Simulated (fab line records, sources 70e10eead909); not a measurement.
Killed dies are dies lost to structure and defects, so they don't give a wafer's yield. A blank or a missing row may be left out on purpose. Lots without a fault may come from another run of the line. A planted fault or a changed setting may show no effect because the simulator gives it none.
Which tool did it? | flow nand_harc | 13 lots, 39 wafers sampled, at 6 steps of a route of 1302

WHAT THE GAUGES READ, wafer by wafer
NHARC_P_M2_CD_MEAS_09: target cd 170 nm. Usual: cd_nm 170.1 nm, standard deviation 0.63.
lot  | measured     | on        | cd_nm (nm)        | flag
L517 | day 6 04:55  | cd_sem-03 | 170.3 171.2 170.4 |
L518 | day 6 20:43  | cd_sem-01 | 169.8 169.1 169.5 |
L519 | day 7 00:08  | cd_sem-02 | 170.3 170.6 171.4 |
L520 | day 7 15:27  | cd_sem-03 | 170.8 171.1 170.5 |
L521 | day 8 00:36  | cd_sem-03 | 170.6 170.7 170.0 |
L525 | day 9 18:55  | cd_sem-01 | 172.4 171.6 174.3 | OFF
L531 | day 12 08:00 | cd_sem-03 | 169.7 170.7 170.4 |
L530 | day 12 09:09 | cd_sem-02 | 170.1 171.1 170.4 |
L532 | day 12 20:05 | cd_sem-02 | 170.5 170.9 171.1 |
L535 | day 14 01:19 | cd_sem-01 | 170.5 170.3 170.2 |
L536 | day 14 02:15 | cd_sem-03 | 170.5 170.9 170.0 |
L538 | day 15 02:01 | cd_sem-02 | 169.8 169.2 169.9 |
L539 | day 15 16:30 | cd_sem-02 | 170.6 170.2 171.3 |

NHARC_END_SORT_01. Usual: defect_limited_yield 91.1 %, standard deviation 2.9; killed_at_array 55, standard deviation 20; killed_at_other 1.1, standard deviation 1.2; killed_at_periphery 3.8, standard deviation 2.8; killed_dies 60, standard deviation 19; killed_open 3.4, standard deviation 1.9; killed_short 2.2, standard deviation 1.5.
lot  | measured     | on        | defect_limited_yield (%) | killed_at_array | killed_at_other | killed_at_periphery | killed_dies | killed_open | killed_short | flag
L525 | day 27 09:13 | prober-01 | 84.2 87.4 83.9           | 104 82 108      | 0 1 1           | 3 2 0               | 107 85 109  | 1 4 5       | 4 2 1        |
L531 | day 30 23:10 | prober-02 | 90.8 93.5 93.4           | 52 43 38        | 1 0 5           | 9 1 2               | 62 44 45    | 2 0 0       | 3 4 2        |

WHICH TOOL RAN EACH LOT (tool, then ch and the chambers of the sampled wafers, then the start)
lot  | NHARC_P_M1_PRE_CLEAN_30                 | NHARC_P_M1_CMP_23             | NHARC_P_M1_PRE_CLEAN_32         | NHARC_P_M2_EXPOSE_06
L517 | pvd_sputter-02, day 6 02:56 or earlier  | cmp-03 ch 1,2,3, day 6 02:56  | pecvd-03 ch 0,1,2, day 6 03:35  | arfi_scanner-03 ch 0, day 6 04:46
L518 | pvd_sputter-01, day 6 18:50 or earlier  | cmp-02 ch 0,2,3, day 6 18:50  | pecvd-03 ch 0,1,2, day 6 19:19  | arfi_scanner-01 ch 0, day 6 20:34
L519 | pvd_sputter-03, day 6 22:18 or earlier  | cmp-04 ch 0,3, day 6 22:18    | pecvd-04 ch 0,2, day 6 22:49    | arfi_scanner-03 ch 0, day 7 00:00
L520 | pvd_sputter-02, day 7 13:44 or earlier  | cmp-03 ch 2,3, day 7 13:44    | pecvd-04 ch 0,2, day 7 14:15    | arfi_scanner-03 ch 0, day 7 15:19
L521 | pvd_sputter-03, day 7 22:55 or earlier  | cmp-02 ch 0,2,3, day 7 22:55  | pecvd-04 ch 0,1,2, day 7 23:24  | arfi_scanner-03 ch 0, day 8 00:27
L525 | pvd_sputter-03, day 9 17:05 or earlier  | cmp-02 ch 2,3, day 9 17:05    | pecvd-01 ch 0,2, day 9 17:35    | arfi_scanner-03 ch 0, day 9 18:47
L531 | pvd_sputter-01, day 12 06:07 or earlier | cmp-03 ch 0,1,2, day 12 06:07 | pecvd-01 ch 0,1,2, day 12 06:44 | arfi_scanner-01 ch 0, day 12 07:52
L530 | pvd_sputter-03, day 12 07:17 or earlier | cmp-02 ch 0,1,2, day 12 07:17 | pecvd-03 ch 0,1, day 12 07:49   | arfi_scanner-02 ch 0, day 12 09:01
L532 | pvd_sputter-02, day 12 18:16 or earlier | cmp-02 ch 0,1,2, day 12 18:16 | pecvd-01 ch 0,1,2, day 12 18:47 | arfi_scanner-01 ch 0, day 12 19:56
L535 | pvd_sputter-02, day 13 23:28 or earlier | cmp-04 ch 0,1,2, day 13 23:28 | pecvd-04 ch 0,1,2, day 14 00:00 | arfi_scanner-03 ch 0, day 14 01:11
L536 | pvd_sputter-01, day 14 00:25 or earlier | cmp-03 ch 0,1,3, day 14 00:25 | pecvd-04 ch 0,1,2, day 14 00:56 | arfi_scanner-01 ch 0, day 14 02:07
L538 | pvd_sputter-01, day 14 23:58 or earlier | cmp-03 ch 0,3, day 14 23:58   | pecvd-04 ch 1,2, day 15 00:31   | arfi_scanner-03 ch 0, day 15 01:52
L539 | pvd_sputter-01, day 15 14:37 or earlier | cmp-02 ch 0,1,3, day 15 14:37 | pecvd-01 ch 0,2, day 15 15:20   | arfi_scanner-03 ch 0, day 15 16:22
- NHARC_P_M1_PRE_CLEAN_30: time 30 s.
- NHARC_P_M1_CMP_23: polishes, t overpolish 20 s, target thk 157.82 nm.
- NHARC_P_M1_PRE_CLEAN_32: time 12 s.
- NHARC_P_M2_EXPOSE_06: exposes mask P M2, target cd 170 nm.

WHAT THE TOOLS THEMSELVES READ (means of the sampled wafers that have a number; where no wafer has one, the mark that the record gives instead)
NHARC_P_M1_PRE_CLEAN_30. Usual: heater_power_w 406 W, standard deviation 34.
lot  | tool           | heater_power_w (W) | flag
L517 | pvd_sputter-02 | 373                |
L518 | pvd_sputter-01 | 418                |
L519 | pvd_sputter-03 | 407                |
L520 | pvd_sputter-02 | 402                |
L521 | pvd_sputter-03 | 408                |
L525 | pvd_sputter-03 | 391                |
L531 | pvd_sputter-01 | 387                |
L530 | pvd_sputter-03 | 415                |
L532 | pvd_sputter-02 | 389                |
L535 | pvd_sputter-02 | 379                |
L536 | pvd_sputter-01 | 439                |
L538 | pvd_sputter-01 | 431                |
L539 | pvd_sputter-01 | 429                |

NHARC_P_M1_CMP_23. Usual: motor_current_A 12.0 A, standard deviation 1.1; time_to_endpoint_s 29 s, standard deviation 3.1.
lot  | tool   | motor_current_A (A) | time_to_endpoint_s (s) | flag
L517 | cmp-03 | 11.3                | 29                     |
L518 | cmp-02 | 12.1                | 27                     |
L519 | cmp-04 | 13.9                | 33                     |
L520 | cmp-03 | 11.8                | 30                     |
L521 | cmp-02 | 12.3                | 26                     |
L525 | cmp-02 | 11.9                | 27                     |
L531 | cmp-03 | 11.5                | 30                     |
L530 | cmp-02 | 11.0                | 29                     |
L532 | cmp-02 | 11.4                | 29                     |
L535 | cmp-04 | 11.8                | 29                     |
L536 | cmp-03 | 11.8                | 31                     |
L538 | cmp-03 | 12.8                | 29                     |
L539 | cmp-02 | 12.0                | 30                     |

NHARC_P_M1_PRE_CLEAN_32. Usual: heater_power_w 666 W, standard deviation 82.
lot  | tool     | heater_power_w (W) | flag
L517 | pecvd-03 | 647                |
L518 | pecvd-03 | 715                |
L519 | pecvd-04 | 628                |
L520 | pecvd-04 | 627                |
L521 | pecvd-04 | 610                |
L525 | pecvd-01 | 818                |
L531 | pecvd-01 | 710                |
L530 | pecvd-03 | 674                |
L532 | pecvd-01 | 737                |
L535 | pecvd-04 | 630                |
L536 | pecvd-04 | 615                |
L538 | pecvd-04 | 570                |
L539 | pecvd-01 | 707                |

THE ANSWER, worked out from the rows above alone
Rule: a lot is off if the mean of its wafers that have a number lies more than 3 standard deviations from the usual mean. A lot without any number at a reading at which 4 lots or more have one is off too. The other lots that the step has rows for count as sound. The gauges are gone through in route order, then the tools' own readings, and for those a lot's mean is taken as printed above. The first step at which some lot is off is used, and at that step the reading that is off furthest; a lot without a number counts as furthest.
Off: L525, at NHARC_P_M2_CD_MEAS_09 (cd_nm).
A tool fits if, at a process step before that reading, it ran every lot that is off, and no sound lot after the first of them. The gauges at NHARC_P_M2_CD_MEAS_09 are tried like those tools. NHARC_P_M1_PRE_CLEAN_30 gives no start for some lots, so the hours and the order of its lots are those of NHARC_P_M1_CMP_23. None of those tried fits.

WHAT THE SIMULATOR HAD PUT IN
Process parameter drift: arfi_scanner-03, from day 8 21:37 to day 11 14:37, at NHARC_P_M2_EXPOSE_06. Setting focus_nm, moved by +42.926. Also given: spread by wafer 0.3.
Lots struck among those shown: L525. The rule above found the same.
